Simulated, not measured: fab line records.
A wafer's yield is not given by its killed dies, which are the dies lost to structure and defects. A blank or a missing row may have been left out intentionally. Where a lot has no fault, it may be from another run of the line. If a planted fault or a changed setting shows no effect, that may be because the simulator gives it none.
fab line records -- flow nand_harc -- part 1 of 2: steps 1 to 24 of 34
record: lots: 5, wafers: 15, last_day: 24
route steps=1159 shown A_BLC@974 A_M0@994
lots that met no fault: taken from a fault-free run of the same line
start_h: start of the lot's first displayed wafer, in hours after the record's first day -- wait_h: time in hours since the lot's previous step -- " same as the row above -- L1.1+2: several wafers, shown together as one row -- - either no value or no given start -- * or withheld: withheld -- < > ~ a bound
route shown NAME@n: a module of which the file shows steps, and the number in the route of the first -- usual: mean/standard deviation of fault-free wafers -- same: alike in all rows -- chamber/n: place in a boat -- sites: per-site readings -- _std_site: how widely they spread, as a standard deviation -- _edge_site: mean of outer sites minus mean of inner sites -- radius_mm: for every site, how far away it sits from the centre of the wafer -- mask NAME#n: copy n -- behind: the most recent tool/chamber to have shaped the wafer -- hold: cause of the lot's hold/its duration in hours/its outcome -- device: the transistor (n, p or np) that didn't switch -- end of line: tests of these same wafers at the route's end -- a step without rows: its recipe alone -- killed: dies lost to structure and defects at the first sort, not the wafer's yield -- map: a wafer's dies, marking killed ones x, the rest . and places with no die _
set.NAME: the setting that was run; set.NAME@STEP: the one run at that earlier step -- model.NAME: the simulator's own value behind a step, which no gauge read
lots at some steps of the route; a table a step, a row a wafer
services: a tool's chamber out of use, with start hour (start_h, from the record's first day; less than 0 if before it), hours out, and reason
== steps ==
step: NHARC_A_BLC_CD_MEAS_10
recipe: target_cd_nm: 100, landing_energy_ev: 500
usual: cd_nm: 100.1/0.61
lot.wafer,tool,chamber,start_h,wait_h,cd_nm
L075.1,cd_sem-01,0,400.39,-,100.0
L075.2,cd_sem-01,0,400.39,-,100.6
L075.6,cd_sem-01,0,400.39,-,100.7
L077.3,cd_sem-01,0,402.72,-,98.9
L077.5,cd_sem-01,0,402.72,-,99.6
L077.6,cd_sem-01,0,402.72,-,98.9
L081.1,cd_sem-01,0,424.89,-,100.1
L081.5,cd_sem-01,0,424.89,-,100.2
L081.6,cd_sem-01,0,424.89,-,100.5
L092.1,cd_sem-03,0,483.45,-,99.2
L092.4,cd_sem-03,0,483.45,-,99.5
L092.5,cd_sem-03,0,483.45,-,99.7
L096.1,cd_sem-03,0,527.80,-,100.8
L096.2,cd_sem-03,0,527.80,-,100.7
L096.6,cd_sem-03,0,527.80,-,100.2
step: NHARC_A_BLC_OVL_MEAS_11
usual: overlay_x_nm: -0.2/0.95, overlay_y_nm: 0.3/0.81
lot.wafer,tool,chamber,start_h,wait_h,overlay_x_nm,overlay_y_nm
L075.1,overlay-01,-,400.47,-,-2.4,-0.5
L075.2,overlay-01,-,400.47,-,-2.1,0.7
L075.6,overlay-01,-,400.47,-,-1.8,-0.2
L077.3,overlay-02,-,402.80,-,-2.0,0.0
L077.5,overlay-02,-,402.80,-,-1.9,0.5
L077.6,overlay-02,-,402.80,-,-2.0,-0.4
L081.1,overlay-02,-,424.97,-,0.5,-0.3
L081.5,overlay-02,-,424.97,-,1.1,-0.7
L081.6,overlay-02,-,424.97,-,0.7,0.0
L092.1,overlay-01,-,483.54,-,-0.6,0.7
L092.4,overlay-01,-,483.54,-,-1.2,0.5
L092.5,overlay-01,-,483.54,-,-0.9,0.5
L096.1,overlay-02,-,527.89,-,1.4,0.1
L096.2,overlay-02,-,527.89,-,2.1,0.3
L096.6,overlay-02,-,527.89,-,1.5,0.3
step: NHARC_A_BLC_INSPECT_12
usual: raw_defect_count: 32/16
lot.wafer,tool,chamber,start_h,wait_h,raw_defect_count
L075.1,defect_inspect-01,-,400.51,0.0,22
L075.2,defect_inspect-01,-,400.51,0.0,30
L075.6,defect_inspect-01,-,400.51,0.0,26
L077.3,defect_inspect-02,-,402.84,0.0,11
L077.5,defect_inspect-02,-,402.84,0.0,13
L077.6,defect_inspect-02,-,402.84,0.0,8
L081.1,defect_inspect-01,-,425.01,0.0,47
L081.5,defect_inspect-01,-,425.01,0.0,52
L081.6,defect_inspect-01,-,425.01,0.0,39
L092.1,defect_inspect-02,-,483.58,0.0,37
L092.4,defect_inspect-02,-,483.58,0.0,30
L092.5,defect_inspect-02,-,483.58,0.0,50
L096.1,defect_inspect-01,-,527.93,0.0,18
L096.2,defect_inspect-01,-,527.93,0.0,22
L096.6,defect_inspect-01,-,527.93,0.0,20
step: NHARC_A_BLC_DESCUM_15
recipe: time_s: 3, o2_flow_sccm: 200, ar_flow_sccm: 0, bias_power_w: 0, chemistry: O2
usual: drypump_motor_current_A: 5.6/0.49, oes_product_au: 1.002/0.012, rf_vpp_V: 57.7/0.91, showerhead_plenum_p_Torr: 1.90/0.074, throttle_valve_pct: 11.312/0.0086
lot.wafer,tool,chamber,start_h,wait_h,drypump_motor_current_A,oes_product_au,rf_hours_counter_h,rf_vpp_V,showerhead_plenum_p_Torr,throttle_valve_pct
L075.2,rie_diel-11,0,400.57,0.1,6.6,0.998,3,56.6,1.80,11.312
L075.1,rie_diel-11,3,400.57,0.1,5.8,0.986,3,58.4,1.95,11.317
L075.6,rie_diel-11,0,400.57,0.1,6.6,0.997,-,57.9,1.80,11.320
L077.3,rie_diel-07,2,402.91,0.1,5.4,0.997,15,57.4,1.85,11.303
L077.5,rie_diel-07,0,402.91,0.1,6.3,0.984,-,57.6,1.99,11.325
L077.6,rie_diel-07,1,402.91,0.1,4.9,1.015,-,58.8,1.82,11.315
L081.1,rie_diel-07,1,425.08,0.1,4.9,1.013,1,56.7,1.82,11.304
L081.6,rie_diel-07,1,425.08,0.1,4.9,1.014,-,57.4,1.82,11.314
L081.5,rie_diel-07,2,425.08,0.1,5.4,1.008,-,55.5,1.85,11.299
L092.1,rie_diel-07,3,483.64,0.1,5.3,1.003,7,58.1,1.94,11.306
L092.4,rie_diel-07,1,483.64,0.1,4.9,1.020,7,56.0,1.81,11.313
L092.5,rie_diel-07,0,483.64,0.1,6.3,1.006,-,57.7,1.99,11.327
L096.1,rie_diel-11,3,528.01,0.1,5.8,0.992,17,59.7,1.94,11.313
L096.2,rie_diel-11,0,528.01,0.1,6.5,0.993,18,56.7,1.80,11.309
L096.6,rie_diel-11,2,528.01,0.1,5.8,0.983,-,58.6,1.96,11.301
step: NHARC_A_BLC_ETCH_16
recipe: target_depth_a: 390, over_etch_frac: 0.3, time_s: 65, ion_energy_ev: 80, cf4_flow_sccm: 150, ar_flow_sccm: 0, rf_w: 300, bias_w: 100, chemistry: CF4
usual: drypump_motor_current_A: 5.6/0.5, oes_product_au: 1.002/0.011, rf_vpp_V: 151.1/1, showerhead_plenum_p_Torr: 1.76/0.064, throttle_valve_pct: 13.284/0.0091
lot.wafer,tool,chamber,start_h,wait_h,drypump_motor_current_A,oes_product_au,rf_hours_counter_h,rf_vpp_V,showerhead_plenum_p_Torr,throttle_valve_pct
L075.1,rie_diel-11,2,400.67,0.1,5.8,0.992,2,151.6,1.82,13.291
L075.2,rie_diel-11,3,400.67,0.1,5.8,0.986,3,151.2,1.80,13.287
L075.6,rie_diel-11,3,400.67,0.1,5.8,0.991,-,150.5,1.80,13.281
L077.3,rie_diel-07,3,402.98,0.1,5.3,1.013,17,152.0,1.79,13.270
L077.6,rie_diel-07,3,402.98,0.1,5.3,1.003,-,150.6,1.79,13.292
L077.5,rie_diel-07,0,402.98,0.1,6.3,0.991,-,150.5,1.84,13.280
L081.1,rie_diel-07,3,425.25,0.2,5.3,1.006,1,150.6,1.79,13.286
L081.5,rie_diel-07,2,425.25,0.2,5.4,1.006,-,149.8,1.72,13.287
L081.6,rie_diel-07,3,425.25,0.2,5.3,1.013,-,151.3,1.79,13.291
L092.4,rie_diel-07,0,483.72,0.1,6.3,0.999,2,153.5,1.84,13.276
L092.1,rie_diel-07,3,483.72,0.1,5.3,1.012,7,150.0,1.79,13.286
L092.5,rie_diel-07,1,483.72,0.1,4.9,1.016,-,150.7,1.68,13.286
L096.1,rie_diel-11,3,528.07,0.1,5.8,0.986,17,150.9,1.79,13.276
L096.2,rie_diel-11,0,528.07,0.1,6.5,0.996,18,151.3,1.67,13.291
L096.6,rie_diel-11,3,528.07,0.1,5.8,0.989,-,151.6,1.79,13.283
step: NHARC_A_BLC_ETCH_17
recipe: target_depth_a: 3900, over_etch_frac: 0.25, time_s: 609.38, ion_energy_ev: 200, n2_flow_sccm: 150, h2_flow_sccm: 150, ar_flow_sccm: 0, rf_w: 400, bias_w: 150, chemistry: N2/H2
usual: drypump_motor_current_A: 5.6/0.51, oes_product_au: 1.002/0.012, rf_vpp_V: 430.1/2.4, showerhead_plenum_p_Torr: 2.02/0.082, throttle_valve_pct: 14.170/0.0095
lot.wafer,tool,chamber,start_h,wait_h,drypump_motor_current_A,oes_product_au,rf_hours_counter_h,rf_vpp_V,showerhead_plenum_p_Torr,throttle_valve_pct
L075.1,rie_diel-11,0,-,-,6.6,0.995,3,427.9,1.92,14.161
L075.2,rie_diel-11,3,-,-,5.8,0.978,3,430.9,2.07,14.170
L075.6,rie_diel-11,0,-,-,6.6,0.994,-,425.4,1.92,14.163
L077.3,rie_diel-07,2,-,-,5.3,1.011,15,428.8,1.97,14.175
L077.6,rie_diel-07,1,-,-,4.9,1.016,-,426.8,1.93,14.179
L077.5,rie_diel-07,2,-,-,5.4,1.010,-,428.6,1.97,14.180
L081.1,rie_diel-07,3,-,-,5.3,1.013,1,432.0,2.07,14.164
L081.6,rie_diel-07,2,-,-,5.3,1.010,-,430.1,1.97,14.165
L081.5,rie_diel-07,3,-,-,5.3,1.011,-,432.1,2.07,14.173
L092.4,rie_diel-07,2,-,-,5.4,0.995,7,429.4,1.97,14.167
L092.1,rie_diel-07,3,-,-,5.3,1.016,7,432.8,2.07,14.161
L092.5,rie_diel-07,1,-,-,4.9,1.017,-,426.5,1.93,14.179
L096.2,rie_diel-11,2,-,-,5.8,0.994,17,431.8,2.10,14.165
L096.1,rie_diel-11,0,-,-,6.5,1.005,18,427.0,1.91,14.155
L096.6,rie_diel-11,3,-,-,5.8,0.999,-,431.3,2.07,14.181
step: NHARC_A_BLC_ETCH_18
recipe: target_depth_a: 9100, c4f8_flow_sccm: 20, o2_flow_sccm: 10, ar_flow_sccm: withheld, rf_w: 600, bias_w: 1500, chemistry: C4F8/O2/Ar
usual: oes_product_au: 0.956/0.021, rf_vpp_V: 978/5.1
lot.wafer,tool,chamber,start_h,wait_h,oes_product_au,rf_hours_counter_h,rf_vpp_V
L075.1,rie_diel-11,2,-,-,0.923,2,983
L075.2,rie_diel-11,3,-,-,0.918,3,981
L075.6,rie_diel-11,2,-,-,0.933,-,981
L077.3,rie_diel-07,2,-,-,0.985,16,975
L077.5,rie_diel-07,3,-,-,0.988,-,980
L077.6,rie_diel-07,0,-,-,0.953,-,984
L081.1,rie_diel-07,2,-,-,0.946,1,973
L081.5,rie_diel-07,1,-,-,0.959,-,971
L081.6,rie_diel-07,3,-,-,0.951,-,979
L092.4,rie_diel-07,0,-,-,0.973,2,984
L092.1,rie_diel-07,3,-,-,0.968,7,979
L092.5,rie_diel-07,0,-,-,0.964,-,985
L096.2,rie_diel-11,0,-,-,0.918,19,970
L096.1,rie_diel-11,1,-,-,0.917,15,980
L096.6,rie_diel-11,1,-,-,0.916,-,980
step: NHARC_A_BLC_CD_MEAS_19
usual: cd_nm: 99.6/2
lot.wafer,tool,chamber,start_h,wait_h,cd_nm
L075.1,cd_sem-01,-,401.72,-,100.2
L075.2,cd_sem-01,-,401.72,-,98.2
L075.6,cd_sem-01,-,401.72,-,100.7
L077.3,cd_sem-01,-,403.87,-,98.0
L077.5,cd_sem-01,-,403.87,-,98.8
L077.6,cd_sem-01,-,403.87,-,96.9
L081.1,cd_sem-01,-,426.29,-,100.0
L081.5,cd_sem-01,-,426.29,-,100.3
L081.6,cd_sem-01,-,426.29,-,101.8
L092.1,cd_sem-03,-,484.61,-,100.6
L092.4,cd_sem-03,-,484.61,-,98.8
L092.5,cd_sem-03,-,484.61,-,95.8
L096.1,cd_sem-01,-,528.96,-,97.6
L096.2,cd_sem-01,-,528.96,-,103.9
L096.6,cd_sem-01,-,528.96,-,98.1
step: NHARC_A_BLC_STRIP_29
recipe: cf4_flow_sccm: 150, ar_flow_sccm: 0, bias_w: 0, chemistry: CF4
usual: drypump_motor_current_A: 5.6/0.51, oes_product_au: 1.000/0.011, rf_vpp_V: 59.4/0.89, showerhead_plenum_p_Torr: 1.76/0.06, throttle_valve_pct: 13.282/0.0094
lot.wafer,tool,chamber,start_h,wait_h,drypump_motor_current_A,oes_product_au,rf_hours_counter_h,rf_vpp_V,showerhead_plenum_p_Torr,throttle_valve_pct
L075.2,rie_diel-11,3,401.79,0.1,5.8,0.980,4,59.8,1.80,13.286
L075.1,rie_diel-11,2,401.79,0.1,5.8,0.981,2,60.1,1.82,13.284
L075.6,rie_diel-11,2,401.79,0.1,5.8,0.984,-,60.2,1.82,13.293
L077.3,rie_diel-07,0,403.96,0.1,6.3,1.006,17,59.9,1.84,13.279
L077.6,rie_diel-07,2,403.96,0.1,5.4,1.014,-,59.0,1.72,13.271
L077.5,rie_diel-07,3,403.96,0.1,5.3,1.004,-,59.9,1.79,13.283
L081.1,rie_diel-11,3,426.40,0.1,5.8,0.978,7,59.4,1.79,13.294
L081.6,rie_diel-11,0,426.40,0.1,6.5,0.982,-,58.9,1.67,13.266
L081.5,rie_diel-11,1,426.40,0.1,5.7,0.983,-,61.1,1.78,13.272
L092.4,rie_diel-07,1,484.69,0.1,4.9,1.020,7,59.0,1.68,13.274
L092.1,rie_diel-07,3,484.69,0.1,5.3,1.009,7,58.9,1.79,13.288
L092.5,rie_diel-07,0,484.69,0.1,6.3,0.994,-,59.1,1.84,13.293
L096.1,rie_diel-07,3,529.05,0.1,5.3,1.005,11,59.3,1.79,13.284
L096.2,rie_diel-07,1,529.05,0.1,4.9,1.015,11,60.1,1.68,13.286
L096.6,rie_diel-07,3,529.05,0.1,5.3,1.010,-,60.5,1.79,13.288
step: NHARC_A_BLC_STRIP_21
recipe: o2_flow_sccm: 500, ar_flow_sccm: 0, bias_w: 0, chemistry: O2
usual: drypump_motor_current_A: 5.7/0.51, oes_product_au: 1.001/0.011, rf_vpp_V: 57.6/0.84, showerhead_plenum_p_Torr: 3.50/0.12, throttle_valve_pct: 17.036/0.0088
lot.wafer,tool,chamber,start_h,wait_h,drypump_motor_current_A,oes_product_au,rf_hours_counter_h,rf_vpp_V,showerhead_plenum_p_Torr,throttle_valve_pct
L075.2,rie_diel-11,0,401.92,0.1,6.6,0.992,4,56.9,3.33,17.044
L075.1,rie_diel-11,3,401.92,0.1,5.8,0.980,4,57.4,3.58,17.035
L075.6,rie_diel-11,2,401.92,0.1,5.8,0.974,-,56.7,3.62,17.048
L077.3,rie_diel-07,1,404.07,0.1,5.0,1.022,17,58.0,3.36,17.029
L077.6,rie_diel-07,2,404.07,0.1,5.4,1.013,-,57.6,3.42,17.039
L077.5,rie_diel-07,3,404.07,0.1,5.3,1.001,-,59.5,3.58,17.038
L081.1,rie_diel-11,1,426.48,0.1,5.7,0.995,3,59.3,3.55,17.043
L081.6,rie_diel-11,0,426.48,0.1,6.6,0.995,-,57.2,3.33,17.032
L081.5,rie_diel-11,1,426.48,0.1,5.7,0.989,-,58.3,3.55,17.021
L092.4,rie_diel-07,1,484.79,0.1,5.0,1.017,7,57.3,3.36,17.038
L092.1,rie_diel-07,3,484.79,0.1,5.3,1.017,7,57.7,3.57,17.046
L092.5,rie_diel-07,2,484.79,0.1,5.3,0.998,-,57.1,3.42,17.018
L096.2,rie_diel-07,2,529.21,0.1,5.4,0.989,11,58.1,3.42,17.053
L096.1,rie_diel-07,3,529.21,0.1,5.3,0.995,11,58.1,3.57,17.036
L096.6,rie_diel-07,2,529.21,0.1,5.4,0.978,-,57.0,3.42,17.039
step: NHARC_A_BLC_STRIP_22
recipe: time_s: 600, temp_c: 30, chemistry: post_etch_residue_remover
lot.wafer,tool,chamber,start_h,wait_h
L075.2+1+6,wet_bench-06,"1,2,3",402.12,-
L077.3+6+5,wet_bench-06,"7,1,4",404.19,-
L081.6+5+1,wet_bench-06,"7,2,4",426.63,-
L092.1+4+5,wet_bench-03,"0,1,4",484.95,-
L096.1+6+2,wet_bench-03,"3,7,0",529.37,-
step: NHARC_A_BLC_DEGAS_30
recipe: temp_c: 300, time_s: 60
usual: heater_power_w: 432/36
lot.wafer,tool,chamber,start_h,wait_h,heater_power_w
L075.1,pvd_sputter-03,-,402.38,-,447
L075.2,pvd_sputter-03,-,402.38,-,369
L075.6,pvd_sputter-03,-,402.38,-,451
L077.3,pvd_sputter-01,-,404.48,-,452
L077.6,pvd_sputter-01,-,404.48,-,501
L077.5,pvd_sputter-01,-,404.48,-,457
L081.1,pvd_sputter-03,-,426.90,-,402
L081.6,pvd_sputter-03,-,426.90,-,362
L081.5,pvd_sputter-03,-,426.90,-,402
L092.4,pvd_sputter-03,-,485.21,-,391
L092.1,pvd_sputter-03,-,485.21,-,397
L092.5,pvd_sputter-03,-,485.21,-,386
L096.2,pvd_sputter-03,-,529.63,-,401
L096.1,pvd_sputter-03,-,529.63,-,383
L096.6,pvd_sputter-03,-,529.63,-,413
step: NHARC_A_BLC_PRE_CLEAN_31
recipe: time_s: 15, bias_v: 250, gas: Ar
lot.wafer,tool,chamber,start_h,wait_h
L075.1+2+6,pvd_sputter-03,-,-,-
L077.3+6+5,pvd_sputter-01,-,-,-
L081.1+6+5,pvd_sputter-03,-,-,-
L092.4+1+5,pvd_sputter-03,-,-,-
L096.2+1+6,pvd_sputter-03,-,-,-
step: NHARC_A_BLC_PVD_32
recipe: target_thk_a: 50, chamber_pressure_pa: 5, power_w: 5000, substrate_temp_c: 200, time_s: 17.7, material: Ti
usual: throttle_valve_pct: 29.9/0.91
lot.wafer,tool,chamber,start_h,wait_h,throttle_valve_pct
L075.1,pvd_sputter-03,-,-,-,30.2
L075.2,pvd_sputter-03,-,-,-,30.6
L075.6,pvd_sputter-03,-,-,-,29.0
L077.3,pvd_sputter-01,-,-,-,29.9
L077.5,pvd_sputter-01,-,-,-,31.4
L077.6,pvd_sputter-01,-,-,-,29.6
L081.1,pvd_sputter-03,-,-,-,29.0
L081.5,pvd_sputter-03,-,-,-,30.1
L081.6,pvd_sputter-03,-,-,-,31.0
L092.4,pvd_sputter-03,-,-,-,30.6
L092.1,pvd_sputter-03,-,-,-,29.4
L092.5,pvd_sputter-03,-,-,-,28.3
L096.2,pvd_sputter-03,-,-,-,30.5
L096.1,pvd_sputter-03,-,-,-,28.3
L096.6,pvd_sputter-03,-,-,-,29.0
step: NHARC_A_BLC_ALD_23
recipe: target_thk_a: 30, pulse_time_s: 1, ald_cycles: 150, temp_c: 450, material: TiN
usual: heater_power_w: 1064/120, precursor_pulse_height_rel: 1.000/0.021
lot.wafer,tool,chamber,start_h,wait_h,heater_power_w,precursor_pulse_height_rel
L075.2,ald_metal-03,1,402.65,-,1185,1.005
L075.1,ald_metal-03,3,402.65,-,797,1.019
L075.6,ald_metal-03,1,402.65,-,1174,1.023
L077.3,ald_metal-04,0,404.75,-,1060,1.001
L077.5,ald_metal-04,2,404.75,-,1231,1.029
L077.6,ald_metal-04,3,404.75,-,1038,1.030
L081.1,ald_metal-04,1,427.17,-,977,0.995
L081.6,ald_metal-04,1,427.17,-,994,0.941
L081.5,ald_metal-04,2,427.17,-,1255,0.969
L092.4,ald_metal-01,3,485.45,-,1192,0.996
L092.1,ald_metal-01,2,485.45,-,1069,1.003
L092.5,ald_metal-01,0,485.45,-,1018,1.028
L096.1,ald_metal-04,0,529.90,-,1044,1.015
L096.2,ald_metal-04,2,529.90,-,1249,1.021
L096.6,ald_metal-04,3,529.90,-,1063,0.990
step: NHARC_A_BLC_CVD_24
recipe: target_thk_a: 1500, temp_c: 300, pressure_torr: 40, wf6_flow_sccm: 40, h2_flow_sccm: 1600, ar_flow_sccm: 1560, time_s: 434, material: W
usual: heater_power_w: 471/29, throttle_valve_pct: 8.2/0.36
lot.wafer,tool,chamber,start_h,wait_h,heater_power_w,throttle_valve_pct
L075.2,cvd_w-02,1,-,-,505,7.9
L075.1,cvd_w-02,0,-,-,441,8.4
L075.6,cvd_w-02,0,-,-,428,8.2
L077.3,cvd_w-01,0,-,-,486,7.7
L077.6,cvd_w-01,1,-,-,460,8.1
L077.5,cvd_w-01,0,-,-,477,7.6
L081.1,cvd_w-01,1,-,-,448,8.5
L081.6,cvd_w-01,1,-,-,472,8.8
L081.5,cvd_w-01,0,-,-,478,7.5
L092.1,cvd_w-02,0,-,-,431,8.7
L092.4,cvd_w-02,0,-,-,434,8.7
L092.5,cvd_w-02,0,-,-,434,8.7
L096.1,cvd_w-02,1,-,-,506,8.2
L096.2,cvd_w-02,0,-,-,431,8.8
L096.6,cvd_w-02,1,-,-,516,8.3
step: NHARC_A_BLC_CMP_25
recipe: t_overpolish_s: 30, target_thk_nm: 150
usual: edge_zone_pressure_frac: 1.000/0.0051, motor_current_A: 11.7/0.95, overpolish_run_s: 30.001/0.0092, time_to_endpoint_s: 29.1/2.1
same: t_overpolish_s: 30
lot.wafer,tool,chamber,start_h,wait_h,edge_zone_pressure_frac,motor_current_A,overpolish_run_s,time_to_endpoint_s
L075.2,cmp-02,3,406.90,0.5,0.999,10.4,30.018,33.0
L075.1,cmp-02,1,406.90,0.5,1.005,11.9,29.996,29.5
L075.6,cmp-02,3,406.90,0.5,1.004,10.0,30.008,32.3
L077.3,cmp-02,1,411.43,0.3,0.993,12.3,30.000,28.7
L077.5,cmp-02,0,411.43,0.3,1.003,12.4,30.009,24.5
L077.6,cmp-02,1,411.43,0.3,0.998,11.5,29.989,32.1
L081.1,cmp-02,3,429.00,0.5,0.998,10.6,29.996,28.7
L081.6,cmp-02,3,429.00,0.5,0.989,10.5,30.003,30.6
L081.5,cmp-02,0,429.00,0.5,1.000,13.4,30.002,25.4
L092.1,cmp-02,1,493.59,0.4,1.001,12.5,30.004,28.1
L092.4,cmp-02,2,493.59,0.4,1.009,11.2,30.002,24.9
L092.5,cmp-02,0,493.59,0.4,0.999,12.3,29.982,25.2
L096.1,cmp-01,3,535.41,0.5,1.005,11.6,30.001,29.5
L096.2,cmp-01,0,535.41,0.5,1.010,12.4,30.006,31.2
L096.6,cmp-01,2,535.41,0.5,1.004,11.5,30.008,29.2
step: NHARC_A_BLC_SRD_27
lot.wafer,tool,chamber,start_h,wait_h
L075.1+2+6,wet_bench-07,"7,2,3",407.23,0.0
L077.5+6+3,wet_bench-06,"4,6,7",411.73,0.0
L081.6+5+1,wet_bench-07,"0,4,5",429.32,0.0
L092.5+1+4,wet_bench-07,"4,5,6",493.89,0.0
L096.6+1+2,wet_bench-03,"5,1,2",535.70,0.0
step: NHARC_A_BLC_INSPECT_28
usual: raw_defect_count: 392/110
lot.wafer,tool,chamber,start_h,wait_h,raw_defect_count
L075.1,defect_inspect-01,-,407.31,0.1,548
L075.2,defect_inspect-01,-,407.31,0.1,362
L075.6,defect_inspect-01,-,407.31,0.1,325
L077.3,defect_inspect-02,-,411.81,0.1,446
L077.5,defect_inspect-02,-,411.81,0.1,407
L077.6,defect_inspect-02,-,411.81,0.1,337
L081.1,defect_inspect-01,-,429.40,0.1,393
L081.5,defect_inspect-01,-,429.40,0.1,463
L081.6,defect_inspect-01,-,429.40,0.1,561
L092.1,defect_inspect-02,-,493.99,0.1,288
L092.4,defect_inspect-02,-,493.99,0.1,267
L092.5,defect_inspect-02,-,493.99,0.1,251
L096.1,defect_inspect-02,-,535.78,0.1,359
L096.2,defect_inspect-02,-,535.78,0.1,312
L096.6,defect_inspect-02,-,535.78,0.1,477
step: NHARC_A_M0_DEP_00
recipe: target_thk_a: 1500, target_thk_nm: 150, temp_c: withheld, pressure_torr: 5, flow_sccm: 200, rf_w: 600, material: SiOC
lot.wafer,tool,chamber,start_h,wait_h
L075.1+2+6,pecvd-04,"0,2,2",408.20,0.9
L077.3+6+5,pecvd-04,"0,2,0",412.07,0.3
L081.1+5+6,pecvd-04,"2,2,0",429.66,0.3
L092.1+5+4,pecvd-01,"0,0,1",494.10,0.1
L096.2+1+6,pecvd-04,"0,2,1",535.85,0.1
step: NHARC_A_M0_DEHYDRATE_01
recipe: temp_c: 150, time_s: 120
lot.wafer,tool,chamber,start_h,wait_h
L075.1+2+6,litho_track-06,0,408.61,-
L077.3+5+6,litho_track-01,0,412.39,-
L081.1+5+6,litho_track-01,0,430.02,-
L092.1+4+5,litho_track-06,0,494.47,-
L096.1+2+6,litho_track-01,0,536.25,-
step: NHARC_A_M0_HMDS_02
recipe: time_s: 30
lot.wafer,tool,chamber,start_h,wait_h
L075.1+2+6,litho_track-06,0,-,-
L077.3+5+6,litho_track-01,0,-,-
L081.1+5+6,litho_track-01,0,-,-
L092.1+4+5,litho_track-06,0,-,-
L096.1+2+6,litho_track-01,0,-,-
step: NHARC_A_M0_COAT_33
recipe: temp_c: 200, time_s: 65
lot.wafer,tool,chamber,start_h,wait_h
L075.1+2+6,litho_track-06,0,-,-
L077.3+5+6,litho_track-01,0,-,-
L081.1+5+6,litho_track-01,0,-,-
L092.1+4+5,litho_track-06,0,-,-
L096.1+2+6,litho_track-01,0,-,-
step: NHARC_A_M0_COAT_03
recipe: spin_rpm: 1500, resist_thk_nm: 90
usual: spin_speed_rpm: 1499.8/1.1
lot.wafer,tool,chamber,start_h,wait_h,spin_speed_rpm
L075.1,litho_track-06,0,-,-,1498.9
L075.2,litho_track-06,0,-,-,1500.4
L075.6,litho_track-06,0,-,-,1498.1
L077.3,litho_track-01,0,-,-,1499.6
L077.5,litho_track-01,0,-,-,1499.9
L077.6,litho_track-01,0,-,-,1499.3
L081.1,litho_track-01,0,-,-,1500.4
L081.5,litho_track-01,0,-,-,1499.2
L081.6,litho_track-01,0,-,-,1499.5
L092.1,litho_track-06,0,-,-,1499.4
L092.4,litho_track-06,0,-,-,1497.0
L092.5,litho_track-06,0,-,-,1501.1
L096.1,litho_track-01,0,-,-,1499.4
L096.2,litho_track-01,0,-,-,1500.2
L096.6,litho_track-01,0,-,-,1499.8
